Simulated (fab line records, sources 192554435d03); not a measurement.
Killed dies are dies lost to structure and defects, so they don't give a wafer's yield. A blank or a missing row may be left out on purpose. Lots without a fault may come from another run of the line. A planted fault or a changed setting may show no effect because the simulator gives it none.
Which tool did it? | flow n5_finfet | 9 lots, 27 wafers sampled, at 6 steps of a route of 1938

WHAT THE GAUGES READ, wafer by wafer
N5_STI_FIN_REVEAL_FIN_H_MEAS_10.
lot  | measured    | on     | trench_depth_nm (nm)
L391 | day 4 06:28 | ocd-02 | 52.5 52.0 52.5
L393 | day 4 21:50 | ocd-01 | 52.2 52.0 52.4
L397 | day 5 19:01 | ocd-01 | 51.8 52.1 51.6
L399 | day 6 06:26 | ocd-02 | 22.0 22.4 21.9
L400 | day 6 11:55 | ocd-02 | 20.7 20.7 21.5
L401 | day 6 19:21 | ocd-01 | 20.7 21.1 21.1
L403 | day 7 08:24 | ocd-01 | 52.2 52.6 52.4
L404 | day 7 14:32 | ocd-01 | 52.1 52.5 53.1
L405 | day 7 22:34 | ocd-02 | 51.8 51.9 51.3

N5_BEOL_M4_RC_MEAS_101.
lot  | measured     | on        | DIBL_N (mV/V)  | DIBL_P (mV/V)  | IOFF_N (nA/um)    | IOFF_P (nA/um)    | ION_N (uA/um) | ION_P (uA/um) | SS_N (mV/dec)  | SS_P (mV/dec)  | VT_N (mV)         | VT_P (mV)
L391 | day 9 13:36  | prober-02 | 34.7 37.3 35.3 | 35.5 38.2 35.8 | 0.136 0.170 0.142 | 0.218 0.266 0.223 | 673 675 679   | 467 472 474   | 71.1 72.1 71.8 | 72.3 73.3 72.5 | 249.2 248.7 250.7 | -247.6 -243.5 -248.0
L393 | day 10 09:53 | prober-01 | 35.3 35.4 35.5 | 34.7 34.5 34.6 | 0.144 0.139 0.142 | 0.198 0.194 0.196 | 676 667 668   | 461 460 455   | 70.3 70.1 71.1 | 72.7 73.5 73.1 | 252.4 251.9 251.9 | -253.1 -251.6 -250.6
L397 | day 10 19:54 | prober-02 | 37.2 36.3 36.0 | 36.7 35.5 35.5 | 0.181 0.157 0.153 | 0.257 0.219 0.230 | 677 664 669   | 469 464 474   | 72.4 72.0 71.7 | 73.4 72.3 73.2 | 246.8 250.5 252.2 | -245.6 -248.8 -247.1
L403 | day 13 05:36 | prober-01 | 35.7 35.8 34.8 | 37.2 37.6 36.8 | 0.150 0.152 0.139 | 0.185 0.198 0.183 | 666 665 665   | 457 459 456   | 71.5 71.9 71.7 | 72.9 73.2 72.6 | 252.0 249.6 252.1 | -253.1 -253.4 -254.4
L404 | day 13 14:47 | prober-01 | 34.5 35.3 32.4 | 35.4 36.1 33.1 | 0.140 0.154 0.116 | 0.186 0.202 0.156 | 673 676 664   | 460 459 457   | 71.1 72.1 70.8 | 72.7 72.4 72.0 | 249.2 250.1 254.7 | -253.0 -250.4 -251.6
L405 | day 13 05:27 | prober-02 | 38.2 37.4 39.1 | 37.6 36.7 39.4 | 0.172 0.151 0.197 | 0.217 0.204 0.249 | 680 663 679   | 462 457 463   | 71.6 71.9 72.1 | 74.0 73.9 74.4 | 247.7 251.6 246.0 | -248.9 -250.7 -247.2

WHICH TOOL RAN EACH LOT (tool, then ch and the chambers of the sampled wafers, then the start)
lot  | N5_FIN_CUT_CUT_ETCH_28          | N5_STI_FIN_REVEAL_ALD_14         | N5_STI_FIN_REVEAL_DENSIFY_30    | N5_STI_FIN_REVEAL_ETCHBACK_08
L391 | rie_si-05 ch 2,3, day 3 21:35   | ald_sin-02 ch 0,3, day 3 21:55   | rtp_anneal-02 ch 0, day 4 03:20 | rie_diel-03 ch 0,1,3, day 4 03:29
L393 | rie_si-04 ch 1,3, day 4 12:35   | ald_sin-02 ch 0,3, day 4 12:57   | rtp_anneal-01 ch 0, day 4 18:22 | rie_diel-03 ch 0,3, day 4 18:32
L397 | rie_si-05 ch 0,1,2, day 5 10:05 | ald_sin-01 ch 1,2,3, day 5 10:24 | rtp_anneal-02 ch 0, day 5 15:47 | rie_diel-04 ch 0,2,3, day 5 16:01
L399 | rie_si-05 ch 0,1,2, day 5 21:25 | ald_sin-03 ch 1,2, day 5 21:44   | rtp_anneal-02 ch 0, day 6 03:16 | rie_diel-04 ch 0,2,3, day 6 03:28
L400 | rie_si-05 ch 0,3, day 6 03:03   | ald_sin-01 ch 2,3, day 6 03:22   | rtp_anneal-01 ch 0, day 6 08:47 | rie_diel-04 ch 0,1,3, day 6 08:56
L401 | rie_si-05 ch 0,2,3, day 6 09:06 | ald_sin-03 ch 0,3, day 6 09:59   | rtp_anneal-02 ch 0, day 6 15:58 | rie_diel-03 ch 0,2,3, day 6 16:24
L403 | rie_si-05 ch 0,2,3, day 6 23:01 | ald_sin-03 ch 0,3, day 6 23:37   | rtp_anneal-01 ch 0, day 7 05:17 | rie_diel-03 ch 0,3, day 7 05:26
L404 | rie_si-03 ch 0,1,2, day 7 05:31 | ald_sin-03 ch 1,2,3, day 7 05:59 | rtp_anneal-01 ch 0, day 7 11:23 | rie_diel-03 ch 1,2, day 7 11:35
L405 | rie_si-04 ch 2,3, day 7 11:41   | ald_sin-03 ch 0,1,2, day 7 14:02 | rtp_anneal-01 ch 0, day 7 19:25 | rie_diel-04 ch 0,1,3, day 7 19:37
- N5_FIN_CUT_CUT_ETCH_28: etches Si in HBr/Cl2/O2, target depth 6 nm, time 2.4 s.
- N5_STI_FIN_REVEAL_ALD_14: deposits Si3N4, target thk 3 nm.
- N5_STI_FIN_REVEAL_DENSIFY_30
- N5_STI_FIN_REVEAL_ETCHBACK_08: etches SiO2 in C4F6/O2, target depth 30.5 nm, time 10.167 s.

WHAT THE TOOLS THEMSELVES READ (means of the sampled wafers that have a number; where no wafer has one, the mark that the record gives instead)
N5_FIN_CUT_CUT_ETCH_28.
lot  | tool      | HBr_flow_sccm (sccm) | drypump_motor_current_A (A) | oes_product_au (a.u.) | throttle_valve_pct (%)
L391 | rie_si-05 | 150.0                | 6.1                         | 1.008                 | 37.41
L393 | rie_si-04 | 150.1                | 5.2                         | 0.983                 | 37.14
L397 | rie_si-05 | 150.1                | 6.1                         | 0.995                 | 37.34
L399 | rie_si-05 | 150.2                | 6.1                         | 0.993                 | 37.34
L400 | rie_si-05 | 150.3                | 6.1                         | 1.006                 | 37.44
L401 | rie_si-05 | 150.6                | 6.1                         | 1.002                 | 37.37
L403 | rie_si-05 | 150.5                | 6.0                         | 1.004                 | 37.37
L404 | rie_si-03 | 149.7                | 5.4                         | 0.994                 | 37.36
L405 | rie_si-04 | 149.7                | 6.1                         | 0.988                 | 36.99

N5_STI_FIN_REVEAL_ALD_14.
lot  | tool       | heater_power_w (W)
L391 | ald_sin-02 | 913
L393 | ald_sin-02 | 906
L397 | ald_sin-01 | 860
L399 | ald_sin-03 | 814
L400 | ald_sin-01 | 779
L401 | ald_sin-03 | 844
L403 | ald_sin-03 | 845
L404 | ald_sin-03 | 872
L405 | ald_sin-03 | 831

N5_STI_FIN_REVEAL_DENSIFY_30.
lot  | tool          | lamp_power_pct (%) | lamp_zone_2_pct (%)
L391 | rtp_anneal-02 | 11.52              | 11.534
L393 | rtp_anneal-01 | 11.53              | 11.538
L397 | rtp_anneal-02 | 11.53              | 11.536
L399 | rtp_anneal-02 | 11.54              | 11.540
L400 | rtp_anneal-01 | 11.53              | 11.527
L401 | rtp_anneal-02 | 11.58              | 11.540
L403 | rtp_anneal-01 | 11.51              | 11.534
L404 | rtp_anneal-01 | 11.54              | 11.519
L405 | rtp_anneal-01 | 11.57              | 11.527

N5_STI_FIN_REVEAL_ETCHBACK_08.
lot  | tool        | C4F6_flow_sccm (sccm) | O2_flow_sccm (sccm) | bias_w (W) | drypump_motor_current_A (A) | oes_product_au (a.u.) | rf_vpp_V (V) | showerhead_plenum_p_Torr (Torr) | throttle_valve_pct (%)
L391 | rie_diel-03 | 10.001                | 10.016              | 184.4      | 5.6                         | 0.74                  | 664          | 2.84                            | 21.16
L393 | rie_diel-03 | 9.991                 | 9.995               | 185.1      | 5.6                         | 0.72                  | 672          | 2.90                            | 21.40
L397 | rie_diel-04 | 9.983                 | 10.005              | 184.2      | 6.2                         | 0.75                  | 669          | 2.87                            | 21.34
L399 | rie_diel-04 | -                     | -                   | -          | -                           | -                     | -            | -                               | -
L400 | rie_diel-04 | -                     | -                   | -          | -                           | -                     | -            | -                               | -
L401 | rie_diel-03 | -                     | -                   | -          | -                           | -                     | -            | -                               | -
L403 | rie_diel-03 | 10.010                | 10.026              | 185.1      | 5.6                         | 0.72                  | 668          | 2.86                            | 21.43
L404 | rie_diel-03 | 10.000                | 9.957               | 184.5      | 5.7                         | 0.84                  | 665          | 2.92                            | 20.79
L405 | rie_diel-04 | 10.022                | 10.037              | 185.0      | 6.3                         | 0.72                  | 666          | 2.89                            | 21.36

THE ANSWER, worked out from the rows above alone
Rule: what is usual is taken from the lots themselves. Put in order of their means at a reading, lots are off if they are a third of the lots or fewer, leave a main group of 4 or more, and stand apart from it by a gap of 3 or more times the standard deviation of the main group's means; of several such gaps the widest counts. A main group whose means are all the same, to the digits that the tables above print for the reading, isn't used. A lot without any number at a reading at which 4 lots or more have one is off too. The other lots that the step has rows for count as sound. The gauges are gone through in route order, then the tools' own readings, and for those a lot's mean is taken as printed above. The first step at which some lot is off is used, and at that step the reading that is off furthest; a lot without a number counts as furthest.
Off: L399, L400, L401, at N5_STI_FIN_REVEAL_FIN_H_MEAS_10 (trench_depth_nm). The main group: mean 52.2 nm, standard deviation 0.32.
A tool fits if, at a process step before that reading, it ran every lot that is off, and no sound lot after the first of them. The gauges at N5_STI_FIN_REVEAL_FIN_H_MEAS_10 aren't tried: what is off there is off at N5_STI_FIN_REVEAL_ETCHBACK_08 too, on other tools, and a gauge's error can't cause that. None of those tried fits.

WHAT THE SIMULATOR HAD PUT IN
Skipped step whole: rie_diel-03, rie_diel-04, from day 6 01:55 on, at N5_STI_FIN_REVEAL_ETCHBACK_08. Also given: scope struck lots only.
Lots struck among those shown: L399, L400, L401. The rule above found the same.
